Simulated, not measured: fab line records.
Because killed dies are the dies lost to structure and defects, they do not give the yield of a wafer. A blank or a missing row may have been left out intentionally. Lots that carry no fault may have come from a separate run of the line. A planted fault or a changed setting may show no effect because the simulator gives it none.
fab line records	flow n5Finfet
[record] lots = 4	wafers = 12	lastDay = 17
route steps=1938 shown HKMG_FIN@401 PASSIVATION@1936
lots that met no fault: taken from a fault-free run of the same line
startH: hours from the record's opening day to when the first of the lot's shown wafers began	waitH: time in hours since the lot's previous step	" identical to the entry in the row above	L1.1+2: a row that stands for several wafers	- no value, or no start was given	* or withheld: withheld	< > ~ a bound
route shown NAME@n: NAME is a module with steps in the file, n the number in the route of the first one	usual: mean/standard deviation taken from wafers without a fault	same: alike in all rows	chamber/n: place in a boat	sites: per-site readings	_std_site: how widely they spread, as a standard deviation	_edge_site: outer sites' mean less inner sites'	radiusMm: how far each site lies from the wafer's centre	mask NAME#n: copy n	behind: the most recent tool/chamber to have shaped the wafer	hold: why the lot went on hold/how many hours it stayed there/how the hold came to an end	device: the n, p or np transistor that did not switch	end of line: the same wafers' tests at the end of the route	a step with no rows: only its recipe	killed: the dies lost at the first sort to structure and to defects; this is not the yield of the wafer	map: dies across one wafer; x = killed, . = not, _ = none there
set.NAME: the setting the step ran with; set.NAME@STEP: the setting that earlier step ran with	model.NAME: the simulator's own value behind a step, which no gauge read
a table for each step, a row for each wafer; lots at some steps of the route
[[steps]]
[step N5_HKMG_FIN_DESCUM_53]
[recipe] chemistry = O2	timeS = 7.9	sourcePowerW = 50	biasPowerW = 20	pressureMtorr = 20	rfFrequencyHz = 2.712e+07	tempC = 40	resist = CAR-ArF	o2FlowSccm = 225
[step N5_HKMG_FIN_ETCH_54]
[recipe] chemistry = CF4	target = SiARC	targetDepthA = 455	maskMaterial = CAR-ArF	timeS = 75.8	ionEnergyEv = 80	pressureMtorr = 40	sourceW = 545	biasW = 36	Ar_flow_sccm = 100	cf4FlowSccm = 100	ends = cleared
[step N5_HKMG_FIN_ETCH_55]
[recipe] chemistry = N2/H2	target = SOC	targetDepthA = 2400	tempC = 40	timeS = 300	ionEnergyEv = 200	maskMaterial = SiARC	pressureMtorr = 30	sourceW = 840	biasW = 150	n2FlowSccm = 200	h2FlowSccm = 200
[step N5_HKMG_FIN_STRIP_56]
[recipe] chemistry = N2/H2	tempC = 40	n2FlowSccm = 200	h2FlowSccm = 200	rfFrequencyHz = 6e+07
[step N5_HKMG_FIN_STRIP_57]
[recipe] chemistry = CF4	resist = SiARC	powerW = 300	biasPowerW = 75	pressureMtorr = 50	cf4FlowSccm = 150	rfFrequencyHz = 6e+07
[step N5_HKMG_FIN_ETCH_58]
[recipe] chemistry = N2/H2	target = SOC	targetDepthA = 2158	ionEnergyEv = 50	biasW = 13	timeS = 741	pressureMtorr = 30	sourceW = 875	n2FlowSccm = 200	h2FlowSccm = 200
[step N5_HKMG_FIN_STRIP_93]
[recipe] chemistry = N2/H2	material = SOC	timeS = 20	powerW = 500	tempC = 40	pressureMtorr = 50	rfFrequencyHz = 6e+07	biasPowerW = 8	h2Frac = 0.5	n2FlowSccm = 300	h2FlowSccm = 300
[step N5_HKMG_FIN_WET_ETCH_76]
[recipe] chemistry = dNH4OH	mix = 1:50	tempC = 25	target = Al2O3	stopOn = La2O3	targetDepthNm = 2.25	dry = ipaMarangoni	rinseTimeS = 30	rinseTempC = 23
[step N5_HKMG_FIN_STRIP_60]
[recipe] chemistry = N2/H2	powerW = 2500	tempC = 300	h2Frac = 0.65	timeS = 360	pressureMtorr = withheld	n2FlowSccm = 1750	h2FlowSccm = 3250
[step N5_HKMG_FIN_WET_ETCH_77]
[recipe] chemistry = dHCl	mix = 1:10000	tempC = 25	target = La2O3	stopOn = HfO2	targetDepthNm = 2
[step N5_HKMG_FIN_WET_ETCH_78]
[recipe] chemistry = dNH4OH	mix = 1:50	tempC = 25	target = Al2O3	stopOn = La2O3	targetDepthNm = 4.5	dry = ipaMarangoni	rinseTimeS = 30	rinseTempC = 23
lot.wafer	tool	chamber	startH	waitH
L749.1+3+4	wetBench-06	3,2,6	78.90	0.0
L762.4+5+6	wetBench-06	3,2,4	159.07	0.0
L763.2+5+6	wetBench-06	7,2,4	162.87	0.0
L768.4+5+6	wetBench-04	0,7,3	194.69	0.0
[step N5_HKMG_FIN_ALD_79]
[recipe] material = TiN	targetThkA = 15	tempC = 400	aldPrecursorFamily = TiCl4	aldCoReactant = NH3	pulseTimeS = 1	purgeTimeS = 3	coReactantPurgeTimeS = 2	coReactantPulseTimeS = 2	aldCycles = 68	pressureTorr = 3
[step N5_HKMG_FIN_CVD_62]
[recipe] material = a-Si	targetThkA = 30	tempC = 500	precursor = Si2H6	pressureTorr = 1	timeS = 20.8
[step N5_HKMG_FIN_RTA_80]
[recipe] tempC = withheld	timeS = 2	ambient = N2	idleTempC = 600	rampUpCPerS = 150	rampDownCPerS = 60	coolToC = 600
[step N5_HKMG_FIN_PRECLEAN_64]
[recipe] chemistry = dHF	timeS = 30	tempC = 25	dilution = withheld
[step N5_HKMG_FIN_WET_ETCH_65]
[recipe] chemistry = TMAH	tempC = 70	concWtPct = 5	target = a-Si	stopOn = TiN	timeS = 49	targetDepthNm = 3
[step N5_HKMG_FIN_WET_ETCH_81]
[recipe] chemistry = SC1	target = TiN	stopOn = HfO2	mix = 1:1:5	tempC = 60	timeS = 57	targetDepthNm = 6
[step N5_HKMG_FIN_WET_ETCH_82]
[recipe] chemistry = dHCl	mix = 1:10000	tempC = 25	target = La2O3	stopOn = HfO2	targetDepthNm = 2	dry = ipaMarangoni	rinseTimeS = 30	rinseTempC = 23
[step N5_HKMG_FIN_ALD_36]
[recipe] material = TiN	targetThkA = 10	tempC = 400	aldPrecursorFamily = TiCl4	aldCoReactant = NH3	pulseTimeS = 1	purgeTimeS = 3	coReactantPurgeTimeS = 2	coReactantPulseTimeS = 2	aldCycles = 47	pressureTorr = 3
[step N5_HKMG_FIN_PWFM_ALD_03]
[recipe] material = TiN	targetThkA = 20	tempC = 400	aldPrecursorFamily = TiCl4	aldCoReactant = NH3	pulseTimeS = 1	purgeTimeS = 3	coReactantPurgeTimeS = 2	coReactantPulseTimeS = 2	aldCycles = 91	pressureTorr = 3
[step N5_HKMG_FIN_COAT_29]
[recipe] resist = SOC	tempC = 250	timeS = 60	spinRpm = 1500	resistThkNm = 300
[step N5_HKMG_FIN_COAT_30]
[recipe] resist = SiARC	tempC = 220	timeS = 60	spinRpm = 1500	resistThkNm = 35
[step N5_HKMG_FIN_COAT_06]
[recipe] resist = CAR-ArF	spinRpm = 1500	resistThkNm = 90
[step N5_HKMG_FIN_EBR_08]
[recipe] solvent = PGMEA	ebrWidthMm = 1.5
[step N5_HKMG_FIN_SOFTBAKE_07]
[recipe] tempC = 110	timeS = 60	resist = CAR-ArF
[step N5_HKMG_FIN_EXPOSE_09]
[recipe] maskId = NWFM	na = 1.35	sourceShape = conventional	sigmaOuter = 0.8	polarization = unpolarized	doseMj = 39.25
[step N5_HKMG_FIN_PEB_10]
[recipe] pebTempC = withheld	pebTimeS = 60	resist = CAR-ArF
[step N5_HKMG_FIN_DEVELOP_11]
[recipe] developTimeS = 30	developer = TMAH	resist = CAR-ArF	devTempC = 23	rinseLiquid = diw	dry = airSpin
[step N5_HKMG_FIN_INSPECT_14]
[recipe] mode = adi	inspectInstrument = macro
[usual] rawDefectCount = 2.0/1.4
lot.wafer	tool	chamber	startH	waitH	rawDefectCount
L749.1	defectInspect-01	-	80.82	0.0	1
L749.3	"	-	"	"	3
L749.4	"	-	"	"	4
L762.4	defectInspect-01	-	161.40	0.0	>300
L762.5	"	-	"	"	>300
L762.6	"	-	"	"	>300
L763.2	defectInspect-01	-	164.81	0.0	>300
L763.5	"	-	"	"	>300
L763.6	"	-	"	"	>300
L768.4	defectInspect-02	-	196.94	0.0	1
L768.5	"	-	"	"	2
L768.6	"	-	"	"	2
[step N5_HKMG_FIN_DESCUM_17]
[recipe] chemistry = O2	timeS = 7.9	sourcePowerW = 50	biasPowerW = 20	pressureMtorr = 20	rfFrequencyHz = 2.712e+07	tempC = 40	resist = CAR-ArF	o2FlowSccm = 225
[step N5_PASSIVATION_PROBE_49]
[usual] killed_at_M0_to_M3 = 34/11	killed_at_M4_up = 13/5.2	killedAtContacts = 13/6.3	killedAtFrontEnd = 40/14	killedAtOther = 3.2/2.4	killedDies = 104/19	killedOnRim = 14/4.2	killedOpen = 69/14	killedShort = 32/7.5
[same] grossDies = 1180	killedAtBackSide = 0
lot.wafer	tool	chamber	startH	waitH	killed_at_M0_to_M3	killed_at_M4_up	killedAtContacts	killedAtFrontEnd	killedAtOther	killedDies	killedOnRim	killedOpen	killedShort
L762.4	prober-02	-	347.55	0.2	28	11	14	163	6	222	29	77	32
L762.5	prober-02	-	347.60	0.2	39	15	15	129	3	201	30	107	37
L762.6	prober-02	-	347.65	0.3	42	22	14	167	0	245	33	87	44
L763.2	prober-02	-	364.54	0.1	45	19	17	135	5	221	33	85	35
L763.5	prober-02	-	364.69	0.2	32	9	13	84	3	141	30	57	26
L763.6	prober-02	-	364.74	0.3	57	8	11	145	4	225	25	77	36
// killed by level:class
L762.4 HKMG_FIN:unspecified=111 FIN_SAQP:geometricParticle:open=14 MOL_CONTACT_COAG:geometricParticle:open=12 STI_FIN_REVEAL:geometricParticle:open=10 BEOL_M2:geometricParticle:open=8 BEOL_M0_SAQP:geometricParticle:short=6 BEOL_M4:geometricParticle:open=6 BEOL_M0_SAQP:geometricParticle:open=5
L762.5 HKMG_FIN:unspecified=50 STI_FIN_REVEAL:geometricParticle:open=33 MOL_CONTACT_COAG:geometricParticle:open=13 FIN_SAQP:geometricParticle:open=12 BEOL_M0_SAQP:geometricParticle:short=11 BEOL_M0_SAQP:geometricParticle:open=9 BEOL_M4:geometricParticle:open=9 STI_FIN_REVEAL:geometricParticle:short=6
L762.6 HKMG_FIN:unspecified=110 STI_FIN_REVEAL:geometricParticle:open=13 FIN_SAQP:geometricParticle:open=11 MOL_CONTACT_COAG:geometricParticle:open=11 BEOL_M4:geometricParticle:open=11 FIN_SAQP:geometricParticle:short=9 BEOL_M2:geometricParticle:open=8 BEOL_M2:geometricParticle:short=7
L763.2 HKMG_FIN:unspecified=100 MOL_CONTACT_COAG:geometricParticle:open=14 BEOL_M4:geometricParticle:open=13 BEOL_M0_SAQP:geometricParticle:open=12 BEOL_M0_SAQP:geometricParticle:short=10 BEOL_M3:geometricParticle:open=8 FIN_SAQP:geometricParticle:open=8 DUMMY_GATE:geometricParticle:open=6
L763.5 HKMG_FIN:unspecified=52 FIN_SAQP:geometricParticle:open=8 MOL_CONTACT_COAG:geometricParticle:open=8 BEOL_M0_SAQP:geometricParticle:open=8 BEOL_M0_SAQP:geometricParticle:short=7 BEOL_M2:geometricParticle:open=7 BEOL_M0:geometricParticle:open=5 DUMMY_GATE:geometricParticle:open=4
L763.6 HKMG_FIN:unspecified=109 BEOL_M1:geometricParticle:open=14 BEOL_M0_SAQP:geometricParticle:open=13 GATE_CUT:geometricParticle:short=9 MOL_CONTACT_COAG:geometricParticle:open=8 BEOL_M0_SAQP:geometricParticle:short=7 BEOL_M2:geometricParticle:open=7 BEOL_M3:geometricParticle:open=7
// map L762.6 (x killed, . not)
_________________............________________
______________x................._____________
___________.......................x__________
__________........xx........x......x_________
________.....................x.......x_______
_______....x...x.............xx........______
______..x..............x..x.....x.x....._____
_____.............................x......____
____..........x.............x............x___
___....x.......x...x....x.......x.......x..__
___........................xxx.............__
__x....................x..x.x..........x.x.._
__...........x...x..x..........x..x........._
_x...xx......x..............xx......x...x....
_...........................x.....x....x.....
_..............xx.....x.....xx..x...x...x..x.
_...........................x....x..x......x.
_........xx....x......xx......x..x..x..xx.x..
_.....x.x..........x....x..............x.x..x
_.............x....x.x...x....x........xx....
_x..........x.............x.......x..........
__.x..x.....................x...x....x..x..x_
__...x.....................x.....x......x..._
___...........x..x.....xx..........x.....xx__
___....x........x.x.......x......x.......x.__
____......x..x...xxx.x.x.........x........___
_____.x....x..xx....xxxx......xx....x....____
______.....x.xxxxxxxxxxxx..x....x.xx...._____
_______...xxx.xxxxxxxxxxxxx............______
________....xxxxxxxxxxxxxxx..x..x....._______
__________.xxxxxxxxxxxxxxxx........._________
___________xxxxxxxxxxxxxxxxx.......__________
______________xxxxxxxxxxxxxx...._____________
_________________xxxxxxxxxxx.________________
// map L763.6 (x killed, . not)
_________________.....x......________________
______________...........xx....._____________
___________..x.............x...x...__________
__________................x........._________
________...x.........x................_______
_______......x............x............______
______x.....x..........x...........x...._____
_____..x.................x.........x.....____
____...x..x...........x..x........x.......___
___....x..................x....x...........__
___.x.....x.x.x...x.....x....x......x....x.__
__...x......x..............................._
__x.....x.....x..........xx.........x.....x._
_.....x.........x..........x..x....x.x....x..
_................x......x.........x..........
_.....................xx..........x..........
_....................x...............x.......
_........x........x..x....x...............x..
_...........x.............x..................
_.....x............................x.....x...
_...x.........................x...........x..
__.x............x......x..x....x..x.......xx_
__............x.......x...x.x............x.._
___.xx.......x......xx...xx......x........x__
___......................x........x........__
____...x.x.x..xx.x.x.xxx....x..x......x.x.___
_____...x.....xxxxxxx.xxxx.x........x...x____
______.......xxxxxxxxxxxxx.........x...._____
_______.......xxxxxxxxxxxxxx...........______
________....xxxxxxxxxxxxxxx.xx........_______
__________..xxxxxxxxxxxxxxxxxx......_________
___________.xxxxxxxxxxxxxxx........__________
______________xxxxxxxxxxxx.x...._____________
_________________xxxxxxx...xx________________
[[key]]
[firstSign] step = N5_HKMG_FIN_INSPECT_14	reading = rawDefectCount	direction = up	sigmas = 99+	usual = 2.0	struck = >300
[effect] step = N5_PASSIVATION_PROBE_49	reading = killedAtFrontEnd	direction = up	sigmas = 7.1	usual = 40	struck = 137
[moreKillsBornAt] N5_HKMG_FIN_WET_ETCH_78@wetBench-06 = 532
metAt N5_HKMG_FIN_WET_ETCH_78
struckWafers L762.4,L762.5,L762.6,L763.2,L763.5,L763.6
testerLeftOut L762,L763
onsetBetween 78.90 159.07
[fault] kind = chamberParticleSource	tool = wetBench-06	chamber = -	onsetH = 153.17	steps = N5_HKMG_FIN_WET_ETCH_78	ratePerVisitCm2 = 1.4802	endH = 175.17
// testerLeftOut: of these lots the tester's yield and bins aren't shown, on N5 and GAA mostly nor the transistor test; their killed dies are dies lost to structure and defects alone, not to doping, threshold or leakage, so they don't give the yield
